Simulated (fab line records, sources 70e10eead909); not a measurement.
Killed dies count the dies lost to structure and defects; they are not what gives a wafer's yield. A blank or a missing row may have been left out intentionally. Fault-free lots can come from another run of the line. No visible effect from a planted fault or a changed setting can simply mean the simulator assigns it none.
What tool caused it? || flow nandHarc || 13 lots, 39 wafers sampled, at 5 steps of a route of 1302

## WHAT EACH GAUGE READ, for each wafer
NHARC_P_STI_CD_MEAS_09 targets a cd of 200 nm.
{"lot": "L848", "measured": "day 3 08:05", "on": "cdSem-02", "cdNm (nm)": "198.5 202.3 201.5"}
{"lot": "L849", "measured": "day 3 15:31", "on": "cdSem-02", "cdNm (nm)": "198.6 197.3 201.6"}
{"lot": "L850", "measured": "day 4 00:25", "on": "cdSem-03", "cdNm (nm)": "201.4 198.9 198.4"}
{"lot": "L853", "measured": "day 5 06:46", "on": "cdSem-03", "cdNm (nm)": "195.5 198.3 199.8"}
{"lot": "L855", "measured": "day 6 04:05", "on": "cdSem-01", "cdNm (nm)": "198.0 197.7 199.8"}
{"lot": "L857", "measured": "day 7 01:31", "on": "cdSem-03", "cdNm (nm)": "198.1 198.2 195.8"}
{"lot": "L860", "measured": "day 8 07:17", "on": "cdSem-03", "cdNm (nm)": "201.6 199.9 197.3"}
{"lot": "L861", "measured": "day 8 16:28", "on": "cdSem-01", "cdNm (nm)": "203.2 202.6 201.8"}
{"lot": "L864", "measured": "day 9 22:07", "on": "cdSem-03", "cdNm (nm)": "197.7 198.1 200.9"}
{"lot": "L870", "measured": "day 12 10:53", "on": "cdSem-03", "cdNm (nm)": "202.3 204.9 201.9"}

NHARC_END_SORT_01.
{"lot": "L848", "measured": "day 25 03:16", "on": "prober-01", "killedAtArray": "22 27 29", "killedAtOther": "0 0 1", "killedAtPeriphery": "3 1 1", "killedDies": "25 28 31", "killedOpen": "5 5 3", "killedShort": "6 2 2"}
{"lot": "L849", "measured": "day 25 04:07", "on": "prober-02", "killedAtArray": "82 80 84", "killedAtOther": "2 0 1", "killedAtPeriphery": "3 0 4", "killedDies": "87 80 89", "killedOpen": "1 1 1", "killedShort": "4 1 1"}
{"lot": "L850", "measured": "day 25 11:50", "on": "prober-01", "killedAtArray": "22 27 23", "killedAtOther": "1 0 1", "killedAtPeriphery": "9 10 6", "killedDies": "32 37 30", "killedOpen": "3 1 8", "killedShort": "1 5 2"}
{"lot": "L853", "measured": "day 26 16:09", "on": "prober-01", "killedAtArray": "53 43 29", "killedAtOther": "0 0 1", "killedAtPeriphery": "8 2 3", "killedDies": "61 45 33", "killedOpen": "6 1 2", "killedShort": "4 3 1"}
{"lot": "L855", "measured": "day 27 13:10", "on": "prober-02", "killedAtArray": "60 41 31", "killedAtOther": "1 2 5", "killedAtPeriphery": "8 8 7", "killedDies": "69 51 43", "killedOpen": "3 0 3", "killedShort": "2 1 2"}
{"lot": "L857", "measured": "day 28 16:03", "on": "prober-02", "killedAtArray": "38 51 38", "killedAtOther": "0 1 3", "killedAtPeriphery": "8 1 8", "killedDies": "46 53 49", "killedOpen": "2 1 3", "killedShort": "4 1 1"}
{"lot": "L860", "measured": "day 30 04:57", "on": "prober-01", "killedAtArray": "51 49 45", "killedAtOther": "0 0 0", "killedAtPeriphery": "7 1 3", "killedDies": "58 50 48", "killedOpen": "7 0 4", "killedShort": "1 3 1"}
{"lot": "L861", "measured": "day 29 19:20", "on": "prober-02", "killedAtArray": "43 46 41", "killedAtOther": "0 0 1", "killedAtPeriphery": "3 3 0", "killedDies": "46 49 42", "killedOpen": "2 2 3", "killedShort": "2 2 2"}
{"lot": "L864", "measured": "day 30 13:05", "on": "prober-02", "killedAtArray": "49 52 62", "killedAtOther": "0 1 0", "killedAtPeriphery": "7 4 7", "killedDies": "56 57 69", "killedOpen": "2 3 3", "killedShort": "2 2 2"}
{"lot": "L867", "measured": "day 33 03:59", "on": "prober-02", "killedAtArray": "30 34 31", "killedAtOther": "1 1 1", "killedAtPeriphery": "646 642 645", "killedDies": "677 677 677", "killedOpen": "1 3 5", "killedShort": "1 2 2"}
{"lot": "L868", "measured": "day 32 18:23", "on": "prober-01", "killedAtArray": "67 79 80", "killedAtOther": "0 0 0", "killedAtPeriphery": "610 598 597", "killedDies": "677 677 677", "killedOpen": "3 3 2", "killedShort": "4 3 8"}
{"lot": "L869", "measured": "day 33 11:47", "on": "prober-01", "killedAtArray": "57 40 40", "killedAtOther": "1 4 3", "killedAtPeriphery": "619 633 634", "killedDies": "677 677 677", "killedOpen": "0 1 6", "killedShort": "4 1 1"}
{"lot": "L870", "measured": "day 34 02:05", "on": "prober-02", "killedAtArray": "88 54 73", "killedAtOther": "1 2 2", "killedAtPeriphery": "2 3 1", "killedDies": "91 59 76", "killedOpen": "3 4 1", "killedShort": "4 2 6"}

## TOOL THAT RAN EACH LOT (tool first, then ch and the chambers of the sampled wafers, then the start)
{"lot": "L848", "NHARC_P_ZERO_WELL_IMPLANT_58": "implanter-01 ch 0, day 2 09:16", "NHARC_P_ZERO_WELL_DESCUM_39": "rieDiel-06 ch 0,1, day 2 10:31", "NHARC_P_STI_CMP_21": "cmp-01 ch 0,2, day 4 04:11"}
{"lot": "L849", "NHARC_P_ZERO_WELL_IMPLANT_58": "implanter-01 ch 0, day 2 19:09", "NHARC_P_ZERO_WELL_DESCUM_39": "rieDiel-05 ch 0,1,2, day 2 20:17", "NHARC_P_STI_CMP_21": "cmp-01 ch 1,2,3, day 4 09:37"}
{"lot": "L850", "NHARC_P_ZERO_WELL_IMPLANT_58": "implanter-01 ch 0, day 3 05:09", "NHARC_P_ZERO_WELL_DESCUM_39": "rieDiel-01 ch 0,1, day 3 06:16", "NHARC_P_STI_CMP_21": "cmp-01 ch 0,2,3, day 4 20:43"}
{"lot": "L853", "NHARC_P_ZERO_WELL_IMPLANT_58": "implanter-02 ch 0, day 4 11:17", "NHARC_P_ZERO_WELL_DESCUM_39": "rieDiel-05 ch 0,2, day 4 12:20", "NHARC_P_STI_CMP_21": "cmp-01 ch 0,1,2, day 6 02:58"}
{"lot": "L855", "NHARC_P_ZERO_WELL_IMPLANT_58": "implanter-01 ch 0, day 5 07:12", "NHARC_P_ZERO_WELL_DESCUM_39": "rieDiel-05 ch 0,1, day 5 08:18", "NHARC_P_STI_CMP_21": "cmp-01 ch 1,2, day 7 01:02"}
{"lot": "L857", "NHARC_P_ZERO_WELL_IMPLANT_58": "implanter-01 ch 0, day 6 03:19", "NHARC_P_ZERO_WELL_DESCUM_39": "rieDiel-06 ch 2,3, day 6 04:23", "NHARC_P_STI_CMP_21": "cmp-02 ch 0,2,3, day 7 20:29"}
{"lot": "L860", "NHARC_P_ZERO_WELL_IMPLANT_58": "implanter-01 ch 0, day 7 09:34", "NHARC_P_ZERO_WELL_DESCUM_39": "rieDiel-06 ch 0,1,2, day 7 10:40", "NHARC_P_STI_CMP_21": "cmp-01 ch 0,1,3, day 9 16:29"}
{"lot": "L861", "NHARC_P_ZERO_WELL_IMPLANT_58": "implanter-02 ch 0, day 7 19:16", "NHARC_P_ZERO_WELL_DESCUM_39": "rieDiel-05 ch 0,2, day 7 20:24", "NHARC_P_STI_CMP_21": "cmp-02 ch 0,1,3, day 9 16:28"}
{"lot": "L864", "NHARC_P_ZERO_WELL_IMPLANT_58": "implanter-02 ch 0, day 9 01:30", "NHARC_P_ZERO_WELL_DESCUM_39": "rieDiel-06 ch 1,2,3, day 9 02:37", "NHARC_P_STI_CMP_21": "cmp-04 ch 0,1,3, day 10 17:09"}
{"lot": "L867", "NHARC_P_ZERO_WELL_IMPLANT_58": "implanter-01, day 10 07:13", "NHARC_P_ZERO_WELL_DESCUM_39": "rieDiel-01 ch 0,2,3, day 10 08:19", "NHARC_P_STI_CMP_21": "-"}
{"lot": "L868", "NHARC_P_ZERO_WELL_IMPLANT_58": "implanter-01, day 10 19:11", "NHARC_P_ZERO_WELL_DESCUM_39": "rieDiel-01 ch 0,1,3, day 10 20:11", "NHARC_P_STI_CMP_21": "-"}
{"lot": "L869", "NHARC_P_ZERO_WELL_IMPLANT_58": "implanter-02, day 11 03:22", "NHARC_P_ZERO_WELL_DESCUM_39": "rieDiel-06 ch 1,2,3, day 11 04:29", "NHARC_P_STI_CMP_21": "-"}
{"lot": "L870", "NHARC_P_ZERO_WELL_IMPLANT_58": "implanter-01 ch 0, day 11 13:19", "NHARC_P_ZERO_WELL_DESCUM_39": "rieDiel-01 ch 2,3, day 11 14:24", "NHARC_P_STI_CMP_21": "cmp-04 ch 0,3, day 13 05:28"}
- NHARC_P_ZERO_WELL_IMPLANT_58
- NHARC_P_ZERO_WELL_DESCUM_39: chemistry O2, time 3 s.
- NHARC_P_STI_CMP_21: polishes, t overpolish 20 s, target thk 380.67 nm.

## WHAT THE TOOLS THEMSELVES READ (means of the sampled wafers that have a number; where no wafer has one, the mark that the record gives instead)
NHARC_P_ZERO_WELL_IMPLANT_58.
{"lot": "L848", "tool": "implanter-01", "beamEnergyKeV": 99.98, "beamOnS (s)": 10.09}
{"lot": "L849", "tool": "implanter-01", "beamEnergyKeV": 100.01, "beamOnS (s)": 9.99}
{"lot": "L850", "tool": "implanter-01", "beamEnergyKeV": 99.99, "beamOnS (s)": 10.14}
{"lot": "L853", "tool": "implanter-02", "beamEnergyKeV": 99.99, "beamOnS (s)": 10.04}
{"lot": "L855", "tool": "implanter-01", "beamEnergyKeV": 99.97, "beamOnS (s)": 10.06}
{"lot": "L857", "tool": "implanter-01", "beamEnergyKeV": 99.97, "beamOnS (s)": 10.08}
{"lot": "L860", "tool": "implanter-01", "beamEnergyKeV": 99.99, "beamOnS (s)": 9.88}
{"lot": "L861", "tool": "implanter-02", "beamEnergyKeV": 99.98, "beamOnS (s)": 9.90}
{"lot": "L864", "tool": "implanter-02", "beamEnergyKeV": 100.00, "beamOnS (s)": 9.90}
{"lot": "L867", "tool": "implanter-01", "beamEnergyKeV": "-", "beamOnS (s)": "-"}
{"lot": "L868", "tool": "implanter-01", "beamEnergyKeV": "-", "beamOnS (s)": "-"}
{"lot": "L869", "tool": "implanter-02", "beamEnergyKeV": "-", "beamOnS (s)": "-"}
{"lot": "L870", "tool": "implanter-01", "beamEnergyKeV": 100.06, "beamOnS (s)": 9.84}

NHARC_P_ZERO_WELL_DESCUM_39.
{"lot": "L848", "tool": "rieDiel-06", "drypumpMotorCurrentA (A)": 5.6, "oesProductAu (a.u.)": 1.008, "rfVppV (V)": 58.3, "showerheadPlenumPTorr (Torr)": 2.02, "throttleValvePct (%)": 11.316}
{"lot": "L849", "tool": "rieDiel-05", "drypumpMotorCurrentA (A)": 5.5, "oesProductAu (a.u.)": 1.002, "rfVppV (V)": 57.9, "showerheadPlenumPTorr (Torr)": 1.89, "throttleValvePct (%)": 11.298}
{"lot": "L850", "tool": "rieDiel-01", "drypumpMotorCurrentA (A)": 5.9, "oesProductAu (a.u.)": 1.003, "rfVppV (V)": 57.4, "showerheadPlenumPTorr (Torr)": 1.96, "throttleValvePct (%)": 11.308}
{"lot": "L853", "tool": "rieDiel-05", "drypumpMotorCurrentA (A)": 5.9, "oesProductAu (a.u.)": 0.999, "rfVppV (V)": 57.9, "showerheadPlenumPTorr (Torr)": 1.89, "throttleValvePct (%)": 11.313}
{"lot": "L855", "tool": "rieDiel-05", "drypumpMotorCurrentA (A)": 4.9, "oesProductAu (a.u.)": 1.002, "rfVppV (V)": 58.1, "showerheadPlenumPTorr (Torr)": 1.88, "throttleValvePct (%)": 11.301}
{"lot": "L857", "tool": "rieDiel-06", "drypumpMotorCurrentA (A)": 5.5, "oesProductAu (a.u.)": 1.007, "rfVppV (V)": 58.4, "showerheadPlenumPTorr (Torr)": 1.88, "throttleValvePct (%)": 11.314}
{"lot": "L860", "tool": "rieDiel-06", "drypumpMotorCurrentA (A)": 5.4, "oesProductAu (a.u.)": 1.001, "rfVppV (V)": 58.3, "showerheadPlenumPTorr (Torr)": 1.97, "throttleValvePct (%)": 11.310}
{"lot": "L861", "tool": "rieDiel-05", "drypumpMotorCurrentA (A)": 5.9, "oesProductAu (a.u.)": 1.000, "rfVppV (V)": 58.8, "showerheadPlenumPTorr (Torr)": 1.88, "throttleValvePct (%)": 11.314}
{"lot": "L864", "tool": "rieDiel-06", "drypumpMotorCurrentA (A)": 5.7, "oesProductAu (a.u.)": 1.003, "rfVppV (V)": 57.1, "showerheadPlenumPTorr (Torr)": 1.90, "throttleValvePct (%)": 11.312}
{"lot": "L867", "tool": "rieDiel-01", "drypumpMotorCurrentA (A)": 5.4, "oesProductAu (a.u.)": 0.990, "rfVppV (V)": 57.9, "showerheadPlenumPTorr (Torr)": 1.89, "throttleValvePct (%)": 11.301}
{"lot": "L868", "tool": "rieDiel-01", "drypumpMotorCurrentA (A)": 5.7, "oesProductAu (a.u.)": 0.999, "rfVppV (V)": 57.6, "showerheadPlenumPTorr (Torr)": 1.90, "throttleValvePct (%)": 11.314}
{"lot": "L869", "tool": "rieDiel-06", "drypumpMotorCurrentA (A)": 5.7, "oesProductAu (a.u.)": 1.015, "rfVppV (V)": 57.9, "showerheadPlenumPTorr (Torr)": 1.89, "throttleValvePct (%)": 11.311}
{"lot": "L870", "tool": "rieDiel-01", "drypumpMotorCurrentA (A)": 5.2, "oesProductAu (a.u.)": 0.999, "rfVppV (V)": 57.5, "showerheadPlenumPTorr (Torr)": 1.86, "throttleValvePct (%)": 11.315}

NHARC_P_STI_CMP_21.
{"lot": "L848", "tool": "cmp-01", "motorCurrentA (A)": 11.4, "overpolishRunS (s)": 19.997}
{"lot": "L849", "tool": "cmp-01", "motorCurrentA (A)": 11.7, "overpolishRunS (s)": 19.995}
{"lot": "L850", "tool": "cmp-01", "motorCurrentA (A)": 11.9, "overpolishRunS (s)": 20.005}
{"lot": "L853", "tool": "cmp-01", "motorCurrentA (A)": 12.1, "overpolishRunS (s)": 19.998}
{"lot": "L855", "tool": "cmp-01", "motorCurrentA (A)": 11.7, "overpolishRunS (s)": 19.996}
{"lot": "L857", "tool": "cmp-02", "motorCurrentA (A)": 12.0, "overpolishRunS (s)": 19.995}
{"lot": "L860", "tool": "cmp-01", "motorCurrentA (A)": 12.3, "overpolishRunS (s)": 19.997}
{"lot": "L861", "tool": "cmp-02", "motorCurrentA (A)": 11.7, "overpolishRunS (s)": 19.996}
{"lot": "L864", "tool": "cmp-04", "motorCurrentA (A)": 12.3, "overpolishRunS (s)": 19.988}
{"lot": "L870", "tool": "cmp-04", "motorCurrentA (A)": 11.6, "overpolishRunS (s)": 20.002}

## THE ANSWER, worked out from the rows above alone
Rule: the lots themselves supply what counts as usual. Put in order of their means at a reading, lots are off if they are a third of the lots or fewer, leave a main group of 4 or more, and stand apart from it by a gap of 3 or more times the standard deviation of the main group's means; of several such gaps the widest counts. If all means in a main group match to the digits the tables above print for the reading, that group is not used. A lot without any number at a reading at which 4 lots or more have one is off too. All remaining lots with rows at the step are treated as sound. The gauges are gone through in route order, then the tools' own readings, and for those a lot's mean is taken as printed above. The first step at which some lot is off is used, and at that step the reading that is off furthest; a lot without a number counts as furthest.
Off: L867, L868, L869, at NHARC_END_SORT_01 (killedAtPeriphery). The main group has a mean of 4.4 with a standard deviation of 2.3.
If a tool, at a process step before that reading, ran all the lots that are off and no sound lot after the first of them, it fits. Not tried: the gauges at NHARC_END_SORT_01; whatever is off there is also off at NHARC_P_ZERO_WELL_IMPLANT_58, on other tools, and gauge error can't account for it. Not one of the candidates tried fits.

## WHAT THE SIMULATOR HAD PUT IN
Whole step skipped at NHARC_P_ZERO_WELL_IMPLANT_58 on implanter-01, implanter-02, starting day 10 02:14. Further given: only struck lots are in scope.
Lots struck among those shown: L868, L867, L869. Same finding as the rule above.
